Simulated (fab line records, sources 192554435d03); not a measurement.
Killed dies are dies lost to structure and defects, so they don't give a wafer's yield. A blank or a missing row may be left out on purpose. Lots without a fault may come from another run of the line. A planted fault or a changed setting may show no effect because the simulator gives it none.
A struck lot beside a sound one | flow n5_finfet | 40 steps out of a route of 1938
Sound: wafers L331.1, L331.2, L331.5. Struck: wafers L339.1, L339.3, L339.6. The cause comes at the end.
At each step with rows: each side's tool, then ch and its chambers, then its first start. Under that, the readings that differ: sound wafers | struck wafers | difference of the means | sigmas: that difference in standard deviations of wafers without a fault.
alike: readings whose means differ by less than 2 such deviations, and words and numbers that are the same on both sides. not compared: withheld readings, readings that some wafer has no value for, bounds like >300 that may hide the same value, and numbers for which the record gives no deviation and whose values overlap.
The two part at a step that has a row with sigmas, a row that says differs or no value, or rows on one side only. Numbers that don't overlap but have no deviation are shown without sigmas and don't part them. A reading that every wafer of one side lacks parts them only if that side has two wafers or more.

first, 11 steps without rows for these wafers: N5_PMOS_HMC_CHANNEL_EPI_ETCH_38 (etches SiO2 in CF4, target depth 1.5 nm); N5_PMOS_HMC_CHANNEL_EPI_FIN_RECESS_16 (chemistry HBr/Cl2, target Si, target depth 54 nm, time 18 s); N5_PMOS_HMC_CHANNEL_EPI_PRECLEAN_36 (cleans in O3/DIW, time 45 s); N5_PMOS_HMC_CHANNEL_EPI_PRECLEAN_18 (cleans in DHF, time 30 s); N5_PMOS_HMC_CHANNEL_EPI_SRD_19 (time 30 s); N5_PMOS_HMC_CHANNEL_EPI_EPI_20 (deposits SiGe30, target thk 59 nm); N5_PMOS_HMC_CHANNEL_EPI_HM_STRIP_35 (strips SiO2 in dHF, material SiO2, target depth 39.6 nm, time 216 s); N5_PMOS_HMC_CHANNEL_EPI_SRD_39 (time 30 s); N5_PMOS_HMC_CHANNEL_EPI_CMP_21 (polishes SiGe30, target thk 54 nm); N5_PMOS_HMC_CHANNEL_EPI_PRECLEAN_40 (cleans in DHF, time 30 s); N5_PMOS_HMC_CHANNEL_EPI_PRECLEAN_37 (cleans in O3/DIW, time 45 s).
N5_PMOS_HMC_CHANNEL_EPI_PRECLEAN_24: cleans in DHF, time 30 s.
  sound on wet_bench-01 ch 2,6,7, day 1 19:44; struck on wet_bench-01 ch 1,2,5, day 3 19:39
then, 2 steps without rows for these wafers: N5_PMOS_HMC_CHANNEL_EPI_SRD_25 (time 30 s); N5_PMOS_HMC_CHANNEL_EPI_EPI_26 (deposits Si from SiH4/H2, target thk 3.8 nm, time 22.7 s).
N5_PMOS_HMC_CHANNEL_EPI_INSPECT_30: inspects for defects (darkfield).
  sound on defect_inspect-01, day 1 20:09; struck on defect_inspect-02, day 3 20:05
  reading          | sound    | struck      | difference | sigmas
  raw_defect_count | 16 14 10 | 551 560 615 | +562       | +89
then, 19 steps without rows for these wafers: N5_FIN_SAQP_PRECLEAN_42 (cleans in O3/DIW, time 60 s); N5_FIN_SAQP_PRECLEAN_00 (cleans in SC1, time 60 s); N5_FIN_SAQP_PRECLEAN_44 (cleans in SC2, time 45 s); N5_FIN_SAQP_SRD_01 (time 30 s); N5_FIN_SAQP_ALD_61 (deposits SiO2, target thk 4 nm, pulse time 1 s, purge time 2 s); N5_FIN_SAQP_DENSIFY_62 (time 60 s); N5_FIN_SAQP_HM_DEP_03 (deposits SiNx from SiH4/NH3/N2, target thk 38 nm, time 33.6 s); N5_FIN_SAQP_PECVD_47 (deposits a-Si from SiH4/He, target thk 45 nm, time 36.3 s); N5_FIN_SAQP_PECVD_48 (deposits SiNx from SiH4/NH3/N2, target thk 25 nm, time 22.1 s); N5_FIN_SAQP_PECVD_06 (deposits a-Si from SiH4/He, target thk 60 nm, time 48.1 s); N5_FIN_SAQP_HM_DEP_72 (deposits SiO2 from SiH4/N2O, target thk 12 nm, time 7.2 s); N5_FIN_SAQP_COAT_49 (time 60 s, resist thk 100 nm); N5_FIN_SAQP_COAT_50 (time 60 s, resist thk 35 nm); N5_FIN_SAQP_COAT_10 (resist thk 90 nm); N5_FIN_SAQP_EBR_12; N5_FIN_SAQP_SOFTBAKE_11 (time 60 s); N5_FIN_SAQP_EXPOSE_13 (exposes mask FIN CORE, target cd 35.6 nm); N5_FIN_SAQP_PEB_14 (peb time 60 s); N5_FIN_SAQP_DEVELOP_15 (develop time 30 s).
N5_FIN_SAQP_INSPECT_18: inspects for defects (brightfield).
  sound on defect_inspect-02, day 1 21:44; struck on defect_inspect-02, day 3 21:46
  reading          | sound       | struck      | difference | sigmas
  raw_defect_count | 238 386 264 | 772 946 835 | +555       | +5
then, 1 step without rows for these wafers: N5_FIN_SAQP_DESCUM_21 (chemistry O2, time 7.9 s).
N5_FIN_SAQP_INSPECT_40: inspects for defects (brightfield).
  sound on defect_inspect-02, day 2 01:59; struck on defect_inspect-01, day 4 02:08
  reading          | sound       | struck      | difference | sigmas
  raw_defect_count | 168 228 117 | 679 694 721 | +527       | +8
N5_FIN_CUT_INSPECT_10: inspects for defects (brightfield).
  sound on defect_inspect-01, day 2 02:23; struck on defect_inspect-02, day 4 02:35
  reading          | sound    | struck      | difference | sigmas
  raw_defect_count | 28 33 26 | 563 571 618 | +555       | +46
-- the record jumps here: 6 days lie between the struck wafers' starts before and after (it left off in module FIN_CUT and takes up again in module BEOL_M4, whose first step shown is number 1111 of the route) --
N5_BEOL_M4_RC_MEAS_101:
  sound on prober-01 ch 0, day 8 12:03; struck on prober-01 ch 0, day 10 06:32
  reading   | sound          | struck         | difference | sigmas
  VT_P (mV) | -245 -247 -245 | -251 -260 -250 | -8         | -2
  alike: DIBL_N, DIBL_P, IOFF_N, IOFF_P, ION_N, ION_P, SS_N, SS_P, VT_N
-- the record jumps here: 5 days lie between the struck wafers' starts before and after (it left off in module BEOL_M4 and takes up again in module PASSIVATION, whose first step shown is number 1936 of the route) --
N5_PASSIVATION_PROBE_49:
  sound on prober-02, day 12 13:43; struck on prober-01, day 15 01:19
  reading                  | sound          | struck         | difference | sigmas
  defect_limited_yield (%) | 91.6 94.7 90.6 | 87.7 89.4 86.0 | -4.6       | -3
  killed_at_contacts       | 35 20 28       | 6 4 7          | -22        | -3
  killed_at_front_end      | 17 22 40       | 102 83 109     | +72        | +7
  killed_dies              | 99 62 111      | 145 125 165    | +54        | +3
  killed_on_rim            | 11 6 12        | 27 29 26       | +18        | +4
  sort_bin_5_function (%)  | 4.2 2.5 5.3    | 7.5 5.9 8.6    | +3.3       | +3
  sort_n_pass              | 1081 1118 1069 | 1035 999 1015  | -73        | -3
  alike: killed_at_M0_to_M3, killed_at_M4_up, killed_at_other, killed_open, killed_short, sort_bin_6_memory, sort_bin_8_speed

WHERE THEY PART
First at N5_PMOS_HMC_CHANNEL_EPI_INSPECT_30; last, within this record, at N5_PASSIVATION_PROBE_49.

WHY: what the simulator had put in
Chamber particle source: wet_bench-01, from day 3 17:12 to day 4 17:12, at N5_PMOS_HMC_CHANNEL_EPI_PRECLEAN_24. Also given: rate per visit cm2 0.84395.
